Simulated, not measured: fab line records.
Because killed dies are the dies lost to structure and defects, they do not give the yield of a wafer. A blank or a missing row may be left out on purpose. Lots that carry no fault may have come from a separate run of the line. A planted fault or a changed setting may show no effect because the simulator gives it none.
Which tool was responsible? || flow n5 finfet || Sampling: 7 lots, 19 wafers, 8 of 1938 route steps

WHAT EACH GAUGE READ, for each wafer
N5_BEOL_M8_OCD_MEAS_38.
{"lot": "L728", "measured": "day 11 01:01", "on": "ocd-02", "trench depth nm (nm)": "95.3 94.2 94.9"}
{"lot": "L732", "measured": "day 11 21:10", "on": "ocd-01", "trench depth nm (nm)": "91.5 94.8 91.8"}
{"lot": "L739", "measured": "day 13 12:13", "on": "ocd-01", "trench depth nm (nm)": "94.4 92.5 93.7"}
{"lot": "L741", "measured": "day 13 18:31", "on": "ocd-01", "trench depth nm (nm)": "92.7 95.0 94.4"}
{"lot": "L738", "measured": "day 14 02:43", "on": "ocd-01", "trench depth nm (nm)": 116.0}
{"lot": "L742", "measured": "day 14 12:21", "on": "ocd-01", "trench depth nm (nm)": "94.5 94.6 91.6"}
{"lot": "L746", "measured": "day 15 15:35", "on": "ocd-01", "trench depth nm (nm)": "97.0 94.4 95.8"}

N5_BEOL_M8_THK_MEAS_53: measures by xrf.
{"lot": "L728", "measured": "day 11 03:13", "on": "film metro-02", "M8_THK (nm)": "82.1 81.1 80.2"}
{"lot": "L732", "measured": "day 11 23:56", "on": "film metro-02", "M8_THK (nm)": "78.1 80.8 78.4"}
{"lot": "L739", "measured": "day 13 14:47", "on": "film metro-01", "M8_THK (nm)": "78.1 77.1 77.2"}
{"lot": "L741", "measured": "day 13 21:52", "on": "film metro-02", "M8_THK (nm)": "78.1 80.3 79.7"}
{"lot": "L738", "measured": "day 14 05:13", "on": "film metro-02", "M8_THK (nm)": 100.4}
{"lot": "L742", "measured": "day 14 14:22", "on": "film metro-02", "M8_THK (nm)": "79.3 79.7 77.8"}
{"lot": "L746", "measured": "day 15 19:22", "on": "film metro-02", "M8_THK (nm)": "81.3 78.6 81.6"}

N5_BEOL_M8_RS_MEAS_57: measures by four-point-probe.
{"lot": "L728", "measured": "day 11 03:21", "on": "film metro-01", "M8_RS (ohm/sq)": "0.274 0.278 0.282"}
{"lot": "L732", "measured": "day 12 00:04", "on": "film metro-01", "M8_RS (ohm/sq)": "0.293 0.280 0.290"}
{"lot": "L739", "measured": "day 13 14:55", "on": "film metro-01", "M8_RS (ohm/sq)": "0.288 0.293 0.293"}
{"lot": "L741", "measured": "day 13 22:00", "on": "film metro-01", "M8_RS (ohm/sq)": "0.290 0.279 0.282"}
{"lot": "L738", "measured": "day 14 05:21", "on": "film metro-02", "M8_RS (ohm/sq)": 0.219}
{"lot": "L742", "measured": "day 14 14:29", "on": "film metro-01", "M8_RS (ohm/sq)": "0.288 0.286 0.293"}
{"lot": "L746", "measured": "day 15 19:29", "on": "film metro-02", "M8_RS (ohm/sq)": "0.277 0.288 0.277"}

N5_BEOL_M15_RC_MEAS_101.
{"lot": "L728", "measured": "day 13 08:35", "on": "prober-01", "COMB_M10 (S/m)": "1.3e-11 1.1e-11 1.3e-11", "COMB_M11 (S/m)": "2e-11 1.4e-11 1.7e-11", "COMB_M12 (S/m)": "6.7e-12 1.21e-11 6.5e-12", "COMB_M13 (S/m)": "6.3e-12 6.6e-12 5.5e-12", "COMB_M13_max_site (S/m)": "7.8e-12 1.03e-11 7.5e-12", "COMB_M14 (S/m)": "5.8e-12 5.3e-12 5e-12", "COMB_M15 (S/m)": "3.3e-12 3e-12 3.8e-12", "COMB_M15_max_site (S/m)": "4.7e-12 4e-12 5.8e-12", "COMB_M5 (S/m)": "3e-11 3.7e-11 4.5e-11", "COMB_M6 (S/m)": "3.1e-11 2.1e-11 3.4e-11", "COMB_M7 (S/m)": "3.6e-11 2.9e-11 3.6e-11", "COMB_M9 (S/m)": "2.5e-11 1.6e-11 1.3e-11", "SERP_M10 (ohm/um)": "3.02 2.96 2.86", "SERP_M11 (ohm/um)": "3.04 3.00 3.07", "SERP_M12 (ohm/um)": "0.639 0.627 0.611", "SERP_M13 (ohm/um)": "0.319 0.327 0.315", "SERP_M14 (ohm/um)": "0.159 0.165 0.156", "SERP_M5 (ohm/um)": "36.7 38.5 41.9", "SERP_M6 (ohm/um)": "15.3 14.4 13.6", "SERP_M7 (ohm/um)": "13.4 13.4 13.3", "SERP_M7_max_site (ohm/um)": "13.8 13.9 13.8", "SERP_M8 (ohm/um)": "13.3 13.2 13.4", "SERP_M8_max_site (ohm/um)": "13.5 13.4 13.7", "SERP_M9 (ohm/um)": "3.01 3.12 3.11"}
{"lot": "L732", "measured": "day 14 05:56", "on": "prober-01", "COMB_M10 (S/m)": "1.4e-11 1.6e-11 1.5e-11", "COMB_M11 (S/m)": "1.4e-11 1e-11 1.4e-11", "COMB_M12 (S/m)": "6.7e-12 6.1e-12 5.5e-12", "COMB_M13 (S/m)": "5.9e-12 7.8e-12 6.3e-12", "COMB_M13_max_site (S/m)": "7.7e-12 1.12e-11 7.8e-12", "COMB_M14 (S/m)": "4.5e-12 3.7e-12 3.3e-12", "COMB_M15 (S/m)": "3.3e-12 2.8e-12 2.7e-12", "COMB_M15_max_site (S/m)": "4.6e-12 3.1e-12 3.8e-12", "COMB_M5 (S/m)": "4.3e-11 3.5e-11 4.5e-11", "COMB_M6 (S/m)": "2.5e-11 2.5e-11 2.1e-11", "COMB_M7 (S/m)": "1.6e-11 3.2e-11 3.4e-11", "COMB_M9 (S/m)": "1.7e-11 1.7e-11 1.3e-11", "SERP_M10 (ohm/um)": "2.98 3.10 2.96", "SERP_M11 (ohm/um)": "3.04 3.10 2.96", "SERP_M12 (ohm/um)": "0.635 0.638 0.619", "SERP_M13 (ohm/um)": "0.305 0.309 0.309", "SERP_M14 (ohm/um)": "0.156 0.159 0.158", "SERP_M5 (ohm/um)": "39.9 38.5 39.0", "SERP_M6 (ohm/um)": "13.8 14.1 14.0", "SERP_M7 (ohm/um)": "13.2 14.2 13.0", "SERP_M7_max_site (ohm/um)": "13.8 14.7 13.3", "SERP_M8 (ohm/um)": "14.0 14.1 14.4", "SERP_M8_max_site (ohm/um)": "14.5 15.0 14.6", "SERP_M9 (ohm/um)": "3.24 3.26 3.03"}
{"lot": "L739", "measured": "day 15 18:40", "on": "prober-02", "COMB_M10 (S/m)": "2e-11 1.8e-11 2e-11", "COMB_M11 (S/m)": "1.9e-11 1.6e-11 1.3e-11", "COMB_M12 (S/m)": "6e-12 4.8e-12 5.6e-12", "COMB_M13 (S/m)": "3.6e-12 3.8e-12 4.7e-12", "COMB_M13_max_site (S/m)": "4.1e-12 6.2e-12 7.5e-12", "COMB_M14 (S/m)": "3.7e-12 3.9e-12 4.5e-12", "COMB_M15 (S/m)": "2.9e-12 2.8e-12 2.5e-12", "COMB_M15_max_site (S/m)": "4.2e-12 3.8e-12 5.5e-12", "COMB_M5 (S/m)": "4.5e-11 3.9e-11 3.3e-11", "COMB_M6 (S/m)": "2.6e-11 2e-11 2e-11", "COMB_M7 (S/m)": "2.5e-11 2.5e-11 2.4e-11", "COMB_M9 (S/m)": "1.3e-11 1.2e-11 1.4e-11", "SERP_M10 (ohm/um)": "3.11 3.13 3.07", "SERP_M11 (ohm/um)": "3.02 3.04 2.98", "SERP_M12 (ohm/um)": "0.628 0.604 0.623", "SERP_M13 (ohm/um)": "0.309 0.305 0.309", "SERP_M14 (ohm/um)": "0.161 0.164 0.155", "SERP_M5 (ohm/um)": "37.3 39.4 34.9", "SERP_M6 (ohm/um)": "13.1 14.2 13.9", "SERP_M7 (ohm/um)": "13.3 12.9 13.1", "SERP_M7_max_site (ohm/um)": "13.9 13.2 13.5", "SERP_M8 (ohm/um)": "13.1 13.6 13.2", "SERP_M8_max_site (ohm/um)": "13.7 13.9 13.2", "SERP_M9 (ohm/um)": "3.10 3.07 3.00"}
{"lot": "L741", "measured": "day 15 19:52", "on": "prober-02", "COMB_M10 (S/m)": "1.9e-11 1.6e-11 1.2e-11", "COMB_M11 (S/m)": "1.5e-11 1.8e-11 1.7e-11", "COMB_M12 (S/m)": "6e-12 7e-12 5.7e-12", "COMB_M13 (S/m)": "4.6e-12 3.9e-12 3.9e-12", "COMB_M13_max_site (S/m)": "6.9e-12 5.7e-12 4.6e-12", "COMB_M14 (S/m)": "4.3e-12 3.9e-12 4.5e-12", "COMB_M15 (S/m)": "3.5e-12 3.4e-12 3.6e-12", "COMB_M15_max_site (S/m)": "4.9e-12 6.6e-12 4.1e-12", "COMB_M5 (S/m)": "3.8e-11 4.3e-11 2.9e-11", "COMB_M6 (S/m)": "2.1e-11 2.5e-11 2e-11", "COMB_M7 (S/m)": "2.3e-11 2.4e-11 2.9e-11", "COMB_M9 (S/m)": "1.4e-11 1.5e-11 2e-11", "SERP_M10 (ohm/um)": "2.97 2.99 3.02", "SERP_M11 (ohm/um)": "3.05 2.96 3.00", "SERP_M12 (ohm/um)": "0.642 0.623 0.627", "SERP_M13 (ohm/um)": "0.312 0.308 0.309", "SERP_M14 (ohm/um)": "0.161 0.161 0.157", "SERP_M5 (ohm/um)": "37.0 38.0 39.0", "SERP_M6 (ohm/um)": "13.5 14.6 13.9", "SERP_M7 (ohm/um)": "12.9 13.3 13.1", "SERP_M7_max_site (ohm/um)": "13.2 14.0 13.5", "SERP_M8 (ohm/um)": "13.3 13.3 13.1", "SERP_M8_max_site (ohm/um)": "13.9 13.9 13.3", "SERP_M9 (ohm/um)": "2.91 3.10 2.95"}
{"lot": "L738", "measured": "day 16 12:10", "on": "prober-02", "COMB_M10 (S/m)": 1.3e-11, "COMB_M11 (S/m)": 1.6e-11, "COMB_M12 (S/m)": 5.6e-12, "COMB_M13 (S/m)": 4.3e-12, "COMB_M13_max_site (S/m)": 6.8e-12, "COMB_M14 (S/m)": 4.2e-12, "COMB_M15 (S/m)": 2.4e-12, "COMB_M15_max_site (S/m)": 2.9e-12, "COMB_M5 (S/m)": 3.2e-11, "COMB_M6 (S/m)": 1.8e-11, "COMB_M7 (S/m)": 2.9e-11, "COMB_M9 (S/m)": 1.1e-11, "SERP_M10 (ohm/um)": 3.03, "SERP_M11 (ohm/um)": 2.95, "SERP_M12 (ohm/um)": 0.650, "SERP_M13 (ohm/um)": 0.310, "SERP_M14 (ohm/um)": 0.159, "SERP_M5 (ohm/um)": 39.5, "SERP_M6 (ohm/um)": 13.5, "SERP_M7 (ohm/um)": 13.5, "SERP_M7_max_site (ohm/um)": 14.0, "SERP_M8 (ohm/um)": 10.1, "SERP_M8_max_site (ohm/um)": 10.5, "SERP_M9 (ohm/um)": 2.91}
{"lot": "L742", "measured": "day 16 20:59", "on": "prober-01", "COMB_M10 (S/m)": "1.3e-11 1.6e-11 2e-11", "COMB_M11 (S/m)": "1.2e-11 1.7e-11 1.7e-11", "COMB_M12 (S/m)": "7.7e-12 6.5e-12 9.8e-12", "COMB_M13 (S/m)": "7.1e-12 5.6e-12 7.6e-12", "COMB_M13_max_site (S/m)": "1.11e-11 6.3e-12 1.25e-11", "COMB_M14 (S/m)": "4.8e-12 4e-12 4.4e-12", "COMB_M15 (S/m)": "3.5e-12 3.4e-12 3.3e-12", "COMB_M15_max_site (S/m)": "5.1e-12 4.8e-12 5.6e-12", "COMB_M5 (S/m)": "4.3e-11 4.4e-11 4.3e-11", "COMB_M6 (S/m)": "2.1e-11 2.7e-11 2.5e-11", "COMB_M7 (S/m)": "2.3e-11 3e-11 3.3e-11", "COMB_M9 (S/m)": "1e-11 1.4e-11 1.3e-11", "SERP_M10 (ohm/um)": "3.10 3.10 3.01", "SERP_M11 (ohm/um)": "2.91 2.99 3.00", "SERP_M12 (ohm/um)": "0.645 0.620 0.630", "SERP_M13 (ohm/um)": "0.297 0.306 0.301", "SERP_M14 (ohm/um)": "0.161 0.159 0.163", "SERP_M5 (ohm/um)": "38.2 37.7 39.7", "SERP_M6 (ohm/um)": "13.0 13.8 13.1", "SERP_M7 (ohm/um)": "13.9 14.6 13.6", "SERP_M7_max_site (ohm/um)": "14.3 15.1 14.0", "SERP_M8 (ohm/um)": "14.1 13.1 13.7", "SERP_M8_max_site (ohm/um)": "14.5 14.2 14.2", "SERP_M9 (ohm/um)": "3.17 3.15 3.06"}
{"lot": "L746", "measured": "day 17 20:47", "on": "prober-02", "COMB_M10 (S/m)": "1.8e-11 1.9e-11 1.8e-11", "COMB_M11 (S/m)": "1.6e-11 1.5e-11 1.3e-11", "COMB_M12 (S/m)": "6.5e-12 5.7e-12 8.2e-12", "COMB_M13 (S/m)": "4.9e-12 5.3e-12 4.5e-12", "COMB_M13_max_site (S/m)": "6.5e-12 8.2e-12 5.2e-12", "COMB_M14 (S/m)": "5.9e-12 3.9e-12 3.5e-12", "COMB_M15 (S/m)": "2.8e-12 3.8e-12 2.5e-12", "COMB_M15_max_site (S/m)": "4.1e-12 4.1e-12 3.4e-12", "COMB_M5 (S/m)": "3.8e-11 3.7e-11 5.3e-11", "COMB_M6 (S/m)": "2.3e-11 2.1e-11 1.5e-11", "COMB_M7 (S/m)": "2.8e-11 2.6e-11 2.9e-11", "COMB_M9 (S/m)": "2e-11 1.6e-11 1.4e-11", "SERP_M10 (ohm/um)": "3.15 3.11 3.09", "SERP_M11 (ohm/um)": "3.00 3.11 2.83", "SERP_M12 (ohm/um)": "0.610 0.621 0.628", "SERP_M13 (ohm/um)": "0.299 0.301 0.300", "SERP_M14 (ohm/um)": "0.159 0.160 0.160", "SERP_M5 (ohm/um)": "40.4 38.9 40.3", "SERP_M6 (ohm/um)": "13.4 13.4 13.8", "SERP_M7 (ohm/um)": "13.1 13.1 13.1", "SERP_M7_max_site (ohm/um)": "13.7 13.5 13.3", "SERP_M8 (ohm/um)": "13.8 13.4 13.3", "SERP_M8_max_site (ohm/um)": "14.4 13.5 13.6", "SERP_M9 (ohm/um)": "2.99 3.12 3.13"}

WHICH TOOL RAN EACH LOT (tool, then ch and the chambers of the sampled wafers, then the start)
{"lot": "L728", "N5_BEOL_M8_TRENCH_ETCH_37": "rie diel-03 ch 0,1,2, day 11 00:52", "N5_BEOL_M8_ETCH_41": "rie diel-03 ch 0,1,2, day 11 01:01 or earlier", "N5_BEOL_M8_PRE_CLEAN_45": "pvd sputter-03, day 11 01:45", "N5_BEOL_M8_SURFACE_TREAT_79": "pvd sputter-02, day 11 02:08"}
{"lot": "L732", "N5_BEOL_M8_TRENCH_ETCH_37": "rie diel-02 ch 0,3, day 11 21:01", "N5_BEOL_M8_ETCH_41": "rie diel-02 ch 0,3, day 11 21:10 or earlier", "N5_BEOL_M8_PRE_CLEAN_45": "pvd sputter-01, day 11 22:27", "N5_BEOL_M8_SURFACE_TREAT_79": "pvd sputter-02, day 11 22:52"}
{"lot": "L739", "N5_BEOL_M8_TRENCH_ETCH_37": "rie diel-04 ch 1,2,3, day 13 12:03", "N5_BEOL_M8_ETCH_41": "rie diel-04 ch 1,2,3, day 13 12:13 or earlier", "N5_BEOL_M8_PRE_CLEAN_45": "pvd sputter-03, day 13 13:21", "N5_BEOL_M8_SURFACE_TREAT_79": "pvd sputter-03, day 13 13:44"}
{"lot": "L741", "N5_BEOL_M8_TRENCH_ETCH_37": "rie diel-04 ch 0,1,2, day 13 18:22", "N5_BEOL_M8_ETCH_41": "rie diel-04 ch 0,1,2, day 13 18:31 or earlier", "N5_BEOL_M8_PRE_CLEAN_45": "pvd sputter-02, day 13 19:49", "N5_BEOL_M8_SURFACE_TREAT_79": "pvd sputter-02, day 13 20:19"}
{"lot": "L738", "N5_BEOL_M8_TRENCH_ETCH_37": "rie diel-02 ch 0, day 14 02:34", "N5_BEOL_M8_ETCH_41": "rie diel-02 ch 0, day 14 02:43 or earlier", "N5_BEOL_M8_PRE_CLEAN_45": "pvd sputter-01, day 14 03:43", "N5_BEOL_M8_SURFACE_TREAT_79": "pvd sputter-02, day 14 04:06"}
{"lot": "L742", "N5_BEOL_M8_TRENCH_ETCH_37": "rie diel-03 ch 0,2,3, day 14 12:11", "N5_BEOL_M8_ETCH_41": "rie diel-03 ch 0,2,3, day 14 12:21 or earlier", "N5_BEOL_M8_PRE_CLEAN_45": "pvd sputter-03, day 14 12:57", "N5_BEOL_M8_SURFACE_TREAT_79": "pvd sputter-01, day 14 13:20"}
{"lot": "L746", "N5_BEOL_M8_TRENCH_ETCH_37": "rie diel-02 ch 1,3, day 15 15:26", "N5_BEOL_M8_ETCH_41": "rie diel-02 ch 1,3, day 15 15:35 or earlier", "N5_BEOL_M8_PRE_CLEAN_45": "pvd sputter-02, day 15 16:28", "N5_BEOL_M8_SURFACE_TREAT_79": "pvd sputter-02, day 15 16:55"}
- N5_BEOL_M8_TRENCH_ETCH_37: etches SiCOH lowk in C4F6/O2, target depth 93.478 nm, time 31.2 s.
- N5_BEOL_M8_ETCH_41: etches SiCN in CH3F/O2, target depth 31.9 nm, time 57.8 s.
- N5_BEOL_M8_PRE_CLEAN_45: time 30 s.
- N5_BEOL_M8_SURFACE_TREAT_79

AS READ BY THE TOOLS THEMSELVES (means over the sampled wafers that have a number; for cases with no such wafer, the mark the record gives instead)
N5_BEOL_M8_TRENCH_ETCH_37.
{"lot": "L728", "tool": "rie diel-03", "drypump motor current A (A)": 5.6, "oes product au (a.u.)": 0.91, "rf vpp V (V)": 676, "run length s (s)": 55.0, "showerhead plenum p Torr (Torr)": 2.84, "throttle valve pct (%)": 20.90}
{"lot": "L732", "tool": "rie diel-02", "drypump motor current A (A)": 6.2, "oes product au (a.u.)": 0.73, "rf vpp V (V)": 685, "run length s (s)": 54.5, "showerhead plenum p Torr (Torr)": 2.91, "throttle valve pct (%)": 20.76}
{"lot": "L739", "tool": "rie diel-04", "drypump motor current A (A)": 5.8, "oes product au (a.u.)": 0.81, "rf vpp V (V)": 656, "run length s (s)": 54.4, "showerhead plenum p Torr (Torr)": 2.83, "throttle valve pct (%)": 20.83}
{"lot": "L741", "tool": "rie diel-04", "drypump motor current A (A)": 5.9, "oes product au (a.u.)": 0.83, "rf vpp V (V)": 671, "run length s (s)": 54.6, "showerhead plenum p Torr (Torr)": 2.92, "throttle valve pct (%)": 20.87}
{"lot": "L738", "tool": "rie diel-02", "drypump motor current A (A)": 5.9, "oes product au (a.u.)": 0.83, "rf vpp V (V)": 685, "run length s (s)": 61.2, "showerhead plenum p Torr (Torr)": 2.87, "throttle valve pct (%)": 20.86}
{"lot": "L742", "tool": "rie diel-03", "drypump motor current A (A)": 5.5, "oes product au (a.u.)": 0.84, "rf vpp V (V)": 678, "run length s (s)": 54.7, "showerhead plenum p Torr (Torr)": 2.81, "throttle valve pct (%)": 20.87}
{"lot": "L746", "tool": "rie diel-02", "drypump motor current A (A)": 6.1, "oes product au (a.u.)": 0.94, "rf vpp V (V)": 677, "run length s (s)": 54.3, "showerhead plenum p Torr (Torr)": 2.95, "throttle valve pct (%)": 20.55}

N5_BEOL_M8_ETCH_41.
{"lot": "L728", "tool": "rie diel-03", "drypump motor current A (A)": 5.6, "oes product au (a.u.)": 0.90, "rf vpp V (V)": 296.4, "run length s (s)": 81.4, "showerhead plenum p Torr (Torr)": 2.00, "throttle valve pct (%)": 16.19}
{"lot": "L732", "tool": "rie diel-02", "drypump motor current A (A)": 6.2, "oes product au (a.u.)": 0.73, "rf vpp V (V)": 298.9, "run length s (s)": 81.2, "showerhead plenum p Torr (Torr)": 2.05, "throttle valve pct (%)": 16.20}
{"lot": "L739", "tool": "rie diel-04", "drypump motor current A (A)": 5.8, "oes product au (a.u.)": 0.81, "rf vpp V (V)": 297.6, "run length s (s)": 81.2, "showerhead plenum p Torr (Torr)": 1.99, "throttle valve pct (%)": 16.22}
{"lot": "L741", "tool": "rie diel-04", "drypump motor current A (A)": 5.8, "oes product au (a.u.)": 0.83, "rf vpp V (V)": 297.4, "run length s (s)": 81.3, "showerhead plenum p Torr (Torr)": 2.06, "throttle valve pct (%)": 16.23}
{"lot": "L738", "tool": "rie diel-02", "drypump motor current A (A)": 5.9, "oes product au (a.u.)": 0.83, "rf vpp V (V)": 298.1, "run length s (s)": 80.9, "showerhead plenum p Torr (Torr)": 2.01, "throttle valve pct (%)": 16.23}
{"lot": "L742", "tool": "rie diel-03", "drypump motor current A (A)": 5.5, "oes product au (a.u.)": 0.84, "rf vpp V (V)": 296.4, "run length s (s)": 81.2, "showerhead plenum p Torr (Torr)": 1.98, "throttle valve pct (%)": 16.24}
{"lot": "L746", "tool": "rie diel-02", "drypump motor current A (A)": 6.1, "oes product au (a.u.)": 0.93, "rf vpp V (V)": 298.3, "run length s (s)": 80.8, "showerhead plenum p Torr (Torr)": 2.07, "throttle valve pct (%)": 15.91}

N5_BEOL_M8_PRE_CLEAN_45.
{"lot": "L728", "tool": "pvd sputter-03", "heater power w (W)": 345}
{"lot": "L732", "tool": "pvd sputter-01", "heater power w (W)": 325}
{"lot": "L739", "tool": "pvd sputter-03", "heater power w (W)": 314}
{"lot": "L741", "tool": "pvd sputter-02", "heater power w (W)": 321}
{"lot": "L738", "tool": "pvd sputter-01", "heater power w (W)": 308}
{"lot": "L742", "tool": "pvd sputter-03", "heater power w (W)": 343}
{"lot": "L746", "tool": "pvd sputter-02", "heater power w (W)": 333}

N5_BEOL_M8_SURFACE_TREAT_79.
{"lot": "L728", "tool": "pvd sputter-02", "ar flow sccm (sccm)": 30.06}
{"lot": "L732", "tool": "pvd sputter-02", "ar flow sccm (sccm)": 30.08}
{"lot": "L739", "tool": "pvd sputter-03", "ar flow sccm (sccm)": 30.01}
{"lot": "L741", "tool": "pvd sputter-02", "ar flow sccm (sccm)": 30.03}
{"lot": "L738", "tool": "pvd sputter-02", "ar flow sccm (sccm)": 30.02}
{"lot": "L742", "tool": "pvd sputter-01", "ar flow sccm (sccm)": 30.07}
{"lot": "L746", "tool": "pvd sputter-02", "ar flow sccm (sccm)": 29.92}

THE ANSWER, worked out from the rows above alone
Rule: the usual values come from the lots themselves. The widest of any qualifying gaps counts: lots, ordered by their means at a reading, are off when they make up no more than a third of the lots, leave a main group of 4 or more, and stand apart from it by 3 or more times the standard deviation of that group's means. Not used: any main group whose means are identical at the precision the tables above print for the reading. A lot without any number at a reading at which 4 lots or more have one is off too. Any other lot the step has rows for is counted as sound. After the gauges, taken in route order, come the tools' own readings; for these a lot's mean is taken, as printed above. At the first step where some lot is off, the reading lying furthest off is the one used; lots without a number count as furthest.
Off: L738, at N5_BEOL_M8_OCD_MEAS_38 (trench depth nm). Mean 94.1 nm and standard deviation 0.98 in the main group.
If a tool, at a process step before that reading, ran all the lots that are off and no sound lot after the first of them, it fits. The gauges at N5_BEOL_M8_OCD_MEAS_38 aren't tried: what is off there is off at N5_BEOL_M8_THK_MEAS_53 too, on other tools, and a gauge's error can't cause that. N5_BEOL_M8_ETCH_41 gives no start for some lots, so the hours and the order of its lots are those of N5_BEOL_M8_OCD_MEAS_38. No candidate that was tried fits.

WHAT HAD BEEN PUT IN BY THE SIMULATOR
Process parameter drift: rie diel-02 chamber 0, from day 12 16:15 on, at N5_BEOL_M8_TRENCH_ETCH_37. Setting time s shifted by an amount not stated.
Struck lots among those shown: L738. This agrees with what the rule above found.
